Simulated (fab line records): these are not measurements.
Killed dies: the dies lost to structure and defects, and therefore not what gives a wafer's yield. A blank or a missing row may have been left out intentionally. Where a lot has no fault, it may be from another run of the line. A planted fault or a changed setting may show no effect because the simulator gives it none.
Problem report, 8D (eight disciplines) form, completed by code -- flow nand-harc -- the parts of the form that need people (team, actions taken, sign-off) are left out

## 1. THE PROBLEM
At NHARC_A_BLC_ETCH_17, oes-product-au averages 0.865 a.u. over 3 wafers from 2 lots, while fault-free wafers read 0.999 a.u., standard deviation 0.0084. Measured from the usual mean, that is -16 standard deviations.
The step: etches the open film in N2/H2, target depth 390 nm, time 609.38 s.
Seen first at day 30 05:46 on rie-diel-10, wafer L788.1. Wafers with a number at this step in the record: 41, from 14 lots. Rule for "out", or "out of limits": more than 4 standard deviations from the usual mean. Any other wafer with a number is counted as sound.

## 2. WHAT IT IS AND WHAT IT IS NOT
question,is,is not
which readings at this step,oes-product-au,"drypump-motor-current-A, rf-vpp-V, showerhead-plenum-p-Torr"
which lots,"L786, L788","L770, L772, L773, L775, L776, L779, L780, L781, L783, L790, L791, L792"
which wafers of those lots,"L786.6, L788.1, L788.6","L786.5, L788.4"
read on which tools,rie-diel-10,"rie-diel-12, rie-diel-13"
when,from day 30 05:46,"up to then (28 sound wafers); but 10 sound wafers of L786, L790, L791, L792 came after"

## 3. THE SUSPECTS, EACH WITH WHAT RULES IT OUT
Counting: any tool at a process step up to the reading remains a suspect provided it ran every lot that is out. Sound lots after the first of them don't rule it out here, since some wafers of a struck lot are sound.
- rie-diel-10 at NHARC_A_BLC_ETCH_17 (etches the open film in N2/H2, target depth 390 nm, time 609.38 s): kept. It ran every lot that is out, first L788 (day 30 05:46); its last sound lot up to then is L780 (day 27 18:02). On those wafers its own readings are out: oes-product-au.
- Within rie-diel-10 at NHARC_A_BLC_ETCH_17: the wafers that are out ran in chambers 2, 3; their sound lot-mates ran in chamber 0.
Remaining after the count: rie-diel-10 at NHARC_A_BLC_ETCH_17.

## 4. THE CAUSE (what the simulator had put in)
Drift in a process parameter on rie-diel-10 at NHARC_A_BLC_ETCH_17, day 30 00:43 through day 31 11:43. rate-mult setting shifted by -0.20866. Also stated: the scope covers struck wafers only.
The count eliminated every tool but this one.

## 5. THE CHAIN OF EFFECTS, in route order
Rows list readings where the struck wafers' mean (over those with a number) sits beyond 3 standard deviations from the usual. Only readings for which the record gives a usual standard deviation are gone through. hours: the time from each lot's start at the first step in this table that gives one to its start at this step, as a median over the lots. sigmas: the change in usual standard deviations.
hours,step,reading,usual,on struck wafers,change,sigmas
0,NHARC_A_BLC_ETCH_17,oes-product-au,0.999 a.u.,0.865,-0.134,-16
It contains these process steps:
- NHARC_A_BLC_ETCH_17: etches the open film in N2/H2, target depth 390 nm, time 609.38 s.

## 6. WHAT WOULD HAVE CAUGHT IT SOONER
First out-of-limits reading in this record: day 30 05:46, which is 5 hours after fault onset at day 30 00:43.
